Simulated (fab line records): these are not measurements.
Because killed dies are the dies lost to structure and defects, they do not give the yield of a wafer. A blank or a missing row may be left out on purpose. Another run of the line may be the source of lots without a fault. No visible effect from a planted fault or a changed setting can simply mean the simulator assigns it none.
fab line records    flow n5Finfet
record lots=10  wafers=30  lastDay=17
route steps=1938 shown START@1 WELL_APT@44 BEOL_M4@1111 PASSIVATION@1936
lots untouched by any fault: they come from a run of this same line in which no faults occurred
startH: hours from the record's first day to the start of the lot's first wafer shown    waitH: hours since the lot's step before    " the same as in the row above    L1.1+2: a single row standing in for several wafers    - no value present, or no start provided    * or withheld: withheld    < > ~ a bound
route shown NAME@n: a module of which the file shows steps, and the number in the route of the first    usual: mean/standard deviation taken from wafers without a fault    same: alike in all rows    chamber/n: place in a boat    sites: each site's reading    _std_site: the standard deviation of these    _edge_site: inner sites' mean taken away from outer sites' mean    radiusMm: how far each site lies from the wafer's centre    mask NAME#n: copy n    behind: the last tool/chamber to shape the wafer    hold: the reason the lot was held/the length of the hold in hours/how it ended    device: names the non-switching transistor (n, p or np)    end of line: the tests these same wafers got at the end of their route    a step given without rows: its recipe and nothing more    killed: dies that structure and defects cost at the first sort, which is not the same as the wafer's yield    map: per-die view of a wafer (x killed, . not killed, _ where there is no die)
set.NAME: the setting as run; set.NAME@STEP: as run at that earlier step    model.NAME: the simulator's own value behind a step, which no gauge read
steps of the route over a sample of lots; a table a step, a row a wafer
services: a tool's chamber out of use, with start hour (startH, from the record's first day; less than 0 if before it), hours out, and reason
## steps
# step N5_START_INSPECT_01
# recipe inspectInstrument=unpatternedScan  mode=incoming
# usual rawDefectCount=6/2.7
lot.wafer  tool              chamber  startH  waitH  rawDefectCount
L170.1     defectInspect-02  -        12.03   -      1
L170.3     "                 -        "       "      5
L170.6     "                 -        "       "      5
L172.4     defectInspect-02  -        24.04   -      6
L172.5     "                 -        "       "      3
L172.6     "                 -        "       "      7
L178.3     defectInspect-02  -        60.03   -      6
L178.5     "                 -        "       "      8
L178.6     "                 -        "       "      6
L180.2     defectInspect-02  -        72.03   -      6
L180.3     "                 -        "       "      12
L180.5     "                 -        "       "      8
L185.1     defectInspect-02  -        102.03  -      7
L185.3     "                 -        "       "      4
L185.5     "                 -        "       "      5
L186.4     defectInspect-01  -        108.04  -      4
L186.5     "                 -        "       "      8
L186.6     "                 -        "       "      6
L187.2     defectInspect-01  -        114.03  -      5
L187.4     "                 -        "       "      13
L187.6     "                 -        "       "      8
L188.1     defectInspect-02  -        120.03  -      6
L188.2     "                 -        "       "      8
L188.3     "                 -        "       "      5
L190.1     defectInspect-01  -        132.03  -      2
L190.4     "                 -        "       "      3
L190.5     "                 -        "       "      4
L193.3     defectInspect-01  -        150.03  -      4
L193.4     "                 -        "       "      11
L193.5     "                 -        "       "      6
# step N5_WELL_APT_OVL_MEAS_26
# recipe pointsPerWafer=44
# usual PWELL_OVL=-5/5.9
lot.wafer  tool        chamber  startH  waitH  PWELL_OVL[nm]
L170.1     overlay-02  0        15.43   0.0    -10
L170.3     "           0        "       "      -10
L170.6     "           0        "       "      -7
L172.4     overlay-02  0        28.06   0.0    -2
L172.5     "           0        "       "      -4
L172.6     "           0        "       "      9
L178.3     overlay-02  0        62.73   0.0    -10
L178.5     "           0        "       "      -4
L178.6     "           0        "       "      -6
L180.2     overlay-02  0        76.01   0.0    5
L180.3     "           0        "       "      -1
L180.5     "           0        "       "      -2
L185.1     overlay-01  0        104.96  0.0    -3
L185.3     "           0        "       "      -7
L185.5     "           0        "       "      2
L186.4     overlay-02  0        111.12  0.0    0
L186.5     "           0        "       "      6
L186.6     "           0        "       "      1
L187.2     overlay-01  0        117.20  0.0    6
L187.4     "           0        "       "      1
L187.6     "           0        "       "      3
L188.1     overlay-01  0        123.36  0.0    -7
L188.2     "           0        "       "      -7
L188.3     "           0        "       "      -7
L190.1     overlay-02  0        135.21  0.0    -16
L190.4     "           0        "       "      -11
L190.5     "           0        "       "      -13
L193.3     overlay-02  0        152.83  0.0    -14
L193.4     "           0        "       "      -10
L193.5     "           0        "       "      -15
# step N5_WELL_APT_IMPLANT_32
# recipe species=BF2  energyKev=50  doseCm2=2e+13  tiltDeg=0  rotationDeg=0
# usual beamEnergyKeV=49.999/0.016
lot.wafer  tool          chamber  startH  waitH  beamEnergyKeV
L170.1     implanter-02  0        15.77   0.1    49.982
L170.3     "             0        "       "      49.984
L170.6     "             0        "       "      49.973
L172.4     implanter-02  0        28.58   0.1    50.011
L172.5     "             0        "       "      50.008
L172.6     "             0        "       "      49.991
L178.3     implanter-02  0        63.41   0.1    49.989
L178.5     "             0        "       "      49.987
L178.6     "             0        "       "      50.004
L180.2     implanter-02  0        76.51   0.1    50.005
L180.3     "             0        "       "      49.997
L180.5     "             0        "       "      49.989
L185.1     implanter-02  0        105.30  0.1    44.341
L185.3     "             0        "       "      44.329
L185.5     "             0        "       "      44.327
L186.4     implanter-01  0        111.56  0.1    50.043
L186.5     "             0        "       "      50.027
L186.6     "             0        "       "      49.977
L187.2     implanter-02  0        117.56  0.1    44.358
L187.4     "             0        "       "      44.355
L187.6     "             0        "       "      44.352
L188.1     implanter-01  0        123.70  0.1    50.014
L188.2     "             0        "       "      50.024
L188.3     "             0        "       "      50.016
L190.1     implanter-02  0        135.58  0.1    44.324
L190.4     "             0        "       "      44.348
L190.5     "             0        "       "      44.327
L193.3     implanter-01  0        153.45  0.1    49.987
L193.4     "             0        "       "      49.989
L193.5     "             0        "       "      49.982
# step N5_WELL_APT_RTA_34
# recipe tempC=1000  timeS=10  ambient=N2  idleTempC=600  rampUpCPerS=150  rampDownCPerS=60  coolToC=600
# usual lampPowerPct=13.00/0.06  wafer_temp_C_max=1003.5/1
lot.wafer  tool          chamber  startH  waitH  lampPowerPct  wafer_temp_C_max
L170.1     rtpAnneal-01  0        16.27   0.0    13.05         1003.9
L170.3     "             0        "       "      12.87         1002.1
L170.6     "             0        "       "      12.98         1003.5
L172.4     rtpAnneal-01  0        29.20   0.2    13.06         1002.7
L172.5     "             0        "       "      12.94         1005.5
L172.6     "             0        "       "      13.02         1002.5
L178.3     rtpAnneal-02  0        63.88   0.1    13.05         1003.5
L178.5     "             0        "       "      12.95         1002.6
L178.6     "             0        "       "      12.87         1002.3
L180.2     rtpAnneal-01  0        77.01   0.0    13.03         1003.0
L180.3     "             0        "       "      13.05         1002.3
L180.5     "             0        "       "      12.90         1004.8
L185.1     rtpAnneal-01  0        105.78  0.0    12.98         1002.5
L185.3     "             0        "       "      12.99         1005.1
L185.5     "             0        "       "      12.97         1003.9
L186.4     rtpAnneal-01  0        112.07  0.2    12.93         1005.5
L186.5     "             0        "       "      13.03         1004.2
L186.6     "             0        "       "      12.89         1004.0
L187.2     rtpAnneal-02  0        118.11  0.1    13.05         1002.2
L187.4     "             0        "       "      13.00         1003.1
L187.6     "             0        "       "      13.01         1005.3
L188.1     rtpAnneal-01  0        124.98  0.8    13.01         1006.5
L188.2     "             0        "       "      13.09         1002.6
L188.3     "             0        "       "      13.03         1004.6
L190.1     rtpAnneal-01  0        136.09  0.1    13.10         1002.4
L190.4     "             0        "       "      13.10         1003.5
L190.5     "             0        "       "      13.00         1002.5
L193.3     rtpAnneal-01  0        154.19  0.3    13.10         1004.4
L193.4     "             0        "       "      13.03         1002.6
L193.5     "             0        "       "      12.99         1002.4
# step N5_BEOL_M4_RC_MEAS_101
# usual CJ_N=4.30/0.11  DIBL_N=37.3/2.3  DIBL_P=37.4/2.9  IOFF_N=0.18/0.045  IOFF_P=0.25/0.054  ION_N=679/15  ION_P=468/9.7  RS_PWELL=3014/20  SS_N=71.8/0.62  SS_P=73.6/0.76  VT_N=248/4.1  VT_P=-248/3.6
lot.wafer  tool       chamber  startH  waitH  CJ_N  DIBL_N[mV/V]  DIBL_P[mV/V]  IOFF_N[nA/um]  IOFF_P[nA/um]  ION_N[uA/um]  ION_P[uA/um]  RS_PWELL[ohm/sq]  SS_N[mV/dec]  SS_P[mV/dec]  VT_N[mV]  VT_P[mV]
L170.1     prober-02  0        163.72  0.0    4.29  40.0          39.1          0.22           0.33           686           470           3070              71.7          73.7          242       -242
L170.3     "          0        "       "      4.32  36.8          35.1          0.16           0.23           680           469           2988              71.4          73.0          249       -248
L170.6     "          0        "       "      4.44  42.1          40.9          0.27           0.35           691           472           3037              72.3          74.2          243       -241
L172.4     prober-02  0        189.93  0.5    4.33  33.6          32.9          0.12           0.20           655           456           2990              71.0          73.3          252       -247
L172.5     "          0        "       "      4.13  32.9          33.4          0.12           0.20           667           469           2995              70.7          72.9          255       -248
L172.6     "          0        "       "      4.41  37.0          36.0          0.18           0.24           675           464           2978              71.3          73.5          247       -249
L178.3     prober-02  0        216.15  0.3    4.37  40.4          39.5          0.25           0.31           708           483           3027              72.6          74.4          242       -243
L178.5     "          0        "       "      4.33  38.3          36.6          0.18           0.26           667           464           3025              71.1          73.6          246       -245
L178.6     "          0        "       "      4.38  38.9          38.0          0.20           0.27           701           481           3027              72.2          73.5          245       -245
L180.2     prober-01  0        235.89  0.2    3.96  36.9          38.9          0.18           0.25           673           462           2970              72.5          73.3          247       -249
L180.3     "          0        "       "      4.16  32.6          32.7          0.11           0.16           675           461           2968              70.8          72.4          258       -254
L180.5     "          0        "       "      3.97  36.2          38.4          0.19           0.25           692           472           2970              72.3          73.1          246       -246
L185.1     prober-01  0        262.31  0.0    4.74  41.1          41.0          0.28           0.34           695           476           3083              71.5          74.8          240       -244
L185.3     "          0        "       "      4.63  36.1          35.4          0.16           0.23           688           479           3080              71.1          73.6          246       -246
L185.5     "          0        "       "      4.75  35.7          33.3          0.14           0.19           666           455           3073              71.6          72.6          251       -250
L186.4     prober-02  0        269.11  0.5    4.39  33.5          34.4          0.14           0.20           669           463           3028              70.6          73.1          251       -249
L186.5     "          0        "       "      4.25  32.0          33.1          0.13           0.19           679           468           3010              70.6          72.6          249       -250
L186.6     "          0        "       "      4.36  35.5          35.0          0.16           0.21           652           450           3004              71.8          73.5          251       -253
L187.2     prober-01  0        270.82  0.2    4.81  38.1          39.6          0.21           0.29           671           459           3079              72.8          74.3          249       -246
L187.4     "          0        "       "      4.83  36.4          37.6          0.18           0.25           694           473           3080              71.3          74.1          248       -246
L187.6     "          0        "       "      4.85  37.2          38.9          0.21           0.28           702           474           3080              71.7          74.2          245       -244
L188.1     prober-01  0        274.23  0.0    4.26  38.1          38.7          0.18           0.23           679           459           3022              72.0          73.5          246       -250
L188.2     "          0        "       "      4.28  39.1          39.5          0.20           0.24           674           458           3010              71.9          73.8          246       -250
L188.3     "          0        "       "      4.36  36.4          35.6          0.16           0.19           685           465           2995              71.9          73.0          249       -252
L190.1     prober-01  0        292.03  0.0    4.71  38.2          38.8          0.19           0.27           676           475           3096              71.6          73.7          246       -244
L190.4     "          0        "       "      4.73  35.9          35.8          0.14           0.22           661           462           3132              71.5          72.5          252       -245
L190.5     "          0        "       "      4.59  38.7          39.9          0.20           0.29           676           469           3118              72.1          73.6          248       -245
L193.3     prober-02  0        301.76  0.3    4.39  38.2          36.8          0.19           0.30           680           476           2996              71.5          73.7          246       -242
L193.4     "          0        "       "      4.34  37.2          36.0          0.18           0.26           681           468           3012              71.3          73.0          246       -246
L193.5     "          0        "       "      4.37  34.7          33.0          0.13           0.21           675           472           3012              71.0          72.6          251       -248
# step N5_PASSIVATION_PROBE_49
# usual defectLimitedYield=91.3/1.5  killed_at_M0_to_M3=35/8.7  killed_at_M4_up=14/5.5  killedAtContacts=11/5.6  killedAtFrontEnd=39/13  killedAtOther=3.7/2.2  killedDies=103/18  killedOpen=69/14  killedShort=33/7.8  sort_bin_5_function=5.1/0.99  sort_bin_6_memory=3.3/0.67  sort_bin_8_speed=0.02/0.17  sortNPass=1077/18  sortYieldPct=91.2/1.5
# same grossDies=1180  killedAtBackSide=0  sort_bin_4_leakage[%]=0
lot.wafer  tool       chamber  startH  waitH  defectLimitedYield[%]  killed_at_M0_to_M3  killed_at_M4_up  killedAtContacts  killedAtFrontEnd  killedAtOther  killedDies  killedOpen  killedShort  sort_bin_5_function[%]  sort_bin_6_memory[%]  sort_bin_8_speed[%]  sortNPass  sortYieldPct[%]
L186.4     prober-01  -        377.76  0.2    90.8                   44                  15               16                30                3              108         66          41           5.8                     2.9                   0                    1072       90.8
L186.5     prober-01  -        377.81  0.2    90.4                   51                  7                18                34                3              113         65          48           5.2                     4.0                   0                    1067       90.4
L186.6     prober-01  -        377.86  0.3    91.9                   35                  21               10                25                5              96          63          32           4.8                     3.0                   0                    1084       91.9
# killed by level:class
L186.4 MOL_CONTACT_COAG:geometricParticle:open=13 BEOL_M0_SAQP:geometricParticle:open=11 BEOL_M0_SAQP:geometricParticle:short=8 FIN_SAQP:geometricParticle:open=5 GATE_CUT:geometricParticle:short=5 BEOL_M1:geometricParticle:open=5 BEOL_M2:geometricParticle:short=5 BEOL_M4:geometricParticle:short=5
L186.5 BEOL_M0_SAQP:geometricParticle:short=17 MOL_CONTACT_COAG:geometricParticle:open=15 BEOL_M1:geometricParticle:open=9 GATE_CUT:geometricParticle:short=8 BEOL_M0_SAQP:geometricParticle:open=7 BEOL_M2:geometricParticle:open=7 STARTING-WAFER:geometricParticle:short=6 STARTING-WAFER:geometricParticle:open=4
L186.6 BEOL_M4:geometricParticle:open=16 BEOL_M0_SAQP:geometricParticle:short=9 MOL_CONTACT_COAG:geometricParticle:open=8 BEOL_M1:geometricParticle:open=7 BEOL_M0_SAQP:geometricParticle:open=6 STI_FIN_REVEAL:geometricParticle:open=5 GATE_CUT:geometricParticle:short=5 BEOL_M2:geometricParticle:open=4
## services
tool          chamber  startH  hours  kind
implanter-01  -        38.35   4.7    repair
implanter-02  -        51.37   2.4    repair
implanter-01  -        64.18   2.8    repair
implanter-02  -        65.46   1.8    repair
implanter-02  -        85.21   2.7    repair
## key
firstSign step=N5_WELL_APT_IMPLANT_32  reading=beamEnergyKeV  direction=down  sigmas=99+  usual=49.999  struck=44.340
effect step=N5_BEOL_M4_RC_MEAS_101  reading=CJ_N  direction=up  sigmas=4.1  usual=4.30  struck=4.74
effect step=N5_BEOL_M4_RC_MEAS_101  reading=RS_PWELL  direction=up  sigmas=3.8  usual=3014  struck=3091
metAt N5_WELL_APT_IMPLANT_32
struckLots L185,L187,L190
notActingAt N5_START_INSPECT_01,N5_WELL_APT_OVL_MEAS_26,N5_WELL_APT_RTA_34
onsetBetween 76.51 105.30
fault kind=processParameterDrift  tool=implanter-02  chamber=-  onsetH=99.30  steps=N5_WELL_APT_IMPLANT_32  channel=energyKev  offset=-5.6537  shape=step  endH=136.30  actsIn=theseRecipesOnly  stated=50
